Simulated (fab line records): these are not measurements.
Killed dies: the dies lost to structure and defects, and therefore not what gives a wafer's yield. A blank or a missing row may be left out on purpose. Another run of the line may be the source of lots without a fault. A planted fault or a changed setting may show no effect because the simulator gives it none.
Struck lot and sound lot, side by side	flow n5 finfet	15 steps out of a route of 1938
Sound: wafers L347.2, L347.3, L347.4. Wafers L357.3, L357.5, L357.6 were the ones struck. The cause is named last.
For every step that has rows: the tool of each side, followed by ch and its chambers, followed by its first start. Under that, the readings that differ: sound wafers	struck wafers	difference of the means	sigmas: that difference in standard deviations of wafers without a fault.
alike: a reading whose means differ by less than 2 such deviations, as well as words and numbers matching on both sides. not compared: withheld readings; readings where some wafer has no value; bounds like >300 that might hide an equal value; numbers whose values overlap and for which the record gives no deviation.
The two part at a step that has a row with sigmas, a row that says differs or no value, or rows on one side only. When numbers do not overlap yet have no deviation, they are printed without sigmas and do not part them. Lack of a reading on every wafer of one side parts them only where that side has two or more wafers.

N5_HKMG_FIN_INSPECT_61: inspects for defects (macro).
  struck on defect inspect-01, day 7 01:28; sound on defect inspect-02, day 4 21:24
  alike: raw defect count
N5_HKMG_FIN_DESCUM_53: chemistry O2, time 7.9 s.
  sound on rie diel-04 ch 1,3, day 4 21:31; struck on rie diel-03 ch 0,1, day 7 02:17
  alike: bias power w, drypump motor current A, oes product au, rf vpp V, showerhead plenum p Torr, temp c, throttle valve pct
  not compared: rf hours counter h
then, 4 steps without rows for these wafers: N5_HKMG_FIN_ETCH_54 (etches SiARC in CF4, target depth 45.5 nm, time 75.8 s); N5_HKMG_FIN_ETCH_55 (etches SOC in N2/H2, target depth 240 nm, time 300 s); N5_HKMG_FIN_STRIP_56 (strips in N2/H2); N5_HKMG_FIN_STRIP_57 (strips in CF4).
N5_HKMG_FIN_ETCH_58: etches SOC in N2/H2, target depth 215.8 nm, time 741 s.
  sound on rie diel-04 ch 1,3, day 4 21:49; struck on rie diel-03 ch 0,1, day 7 02:35
reading	sound	struck	difference	sigmas
throttle valve pct (%)	17.94 18.15 18.15	17.47 17.62 17.47	-0.56	-2
  alike: drypump motor current A, h2 flow sccm, oes product au, rf vpp V, showerhead plenum p Torr
  not compared: rf hours counter h
N5_HKMG_FIN_STRIP_93: strips SOC in N2/H2, time 20 s.
  sound on rie diel-04 ch 1,3, day 4 22:14; struck on rie diel-03 ch 0,1, day 7 03:01
reading	sound	struck	difference	sigmas
throttle valve pct (%)	19.1 19.2 19.1	18.3 18.7 18.3	-0.7	-2
  alike: bias power w, drypump motor current A, h2 flow sccm, oes product au, power w, rf vpp V, showerhead plenum p Torr, temp c
  not compared: rf hours counter h
then, 1 step without rows for these wafers: N5_HKMG_FIN_WET_ETCH_76 (etches Al2O3 in dNH4OH, stops on La2O3, target depth 2.25 nm, rinse time 30 s).
N5_HKMG_FIN_STRIP_60: strips in N2/H2, time 360 s.
  sound on plasma asher-02 ch 0,1, day 4 22:23; struck on plasma asher-02 ch 0,1, day 7 03:20
  alike: drypump motor current A, h2 flow sccm, heater power w, temp c
  not compared: rf hours counter h
then, 2 steps without rows for these wafers: N5_HKMG_FIN_WET_ETCH_77 (etches La2O3 in dHCl, stops on HfO2, target depth 2 nm); N5_HKMG_FIN_WET_ETCH_78 (etches Al2O3 in dNH4OH, stops on La2O3, target depth 4.5 nm, rinse time 30 s).
N5_HKMG_FIN_ALD_79: deposits TiN, target thk 1.5 nm, pulse time 1 s, purge time 3 s.
  sound on ald metal-01 ch 1,2,3, day 4 22:53; struck on ald metal-04 ch 1,2,3, day 7 03:42
reading	sound	struck	difference	sigmas
co reactant pulse time s (s)	2 2 2	1.2806 1.2806 1.2806	-0.7194	
  alike: heater power w, precursor pulse height rel
N5_HKMG_FIN_CVD_62: deposits a-Si from Si2H6, target thk 3 nm, time 20.8 s.
  sound on thermal cvd si-02 ch 1,2, day 4 23:14; struck on thermal cvd si-02 ch 0,1,2, day 7 04:04
  alike: heater power w
N5_PASSIVATION_PROBE_49:
  the record holds rows for the sound wafers here (prober-02, day 15 13:47) but none for the struck ones

## WHERE THEY PART
First at N5_HKMG_FIN_ETCH_58; last, within this record, at N5_PASSIVATION_PROBE_49.

WHY: whatever the simulator had introduced
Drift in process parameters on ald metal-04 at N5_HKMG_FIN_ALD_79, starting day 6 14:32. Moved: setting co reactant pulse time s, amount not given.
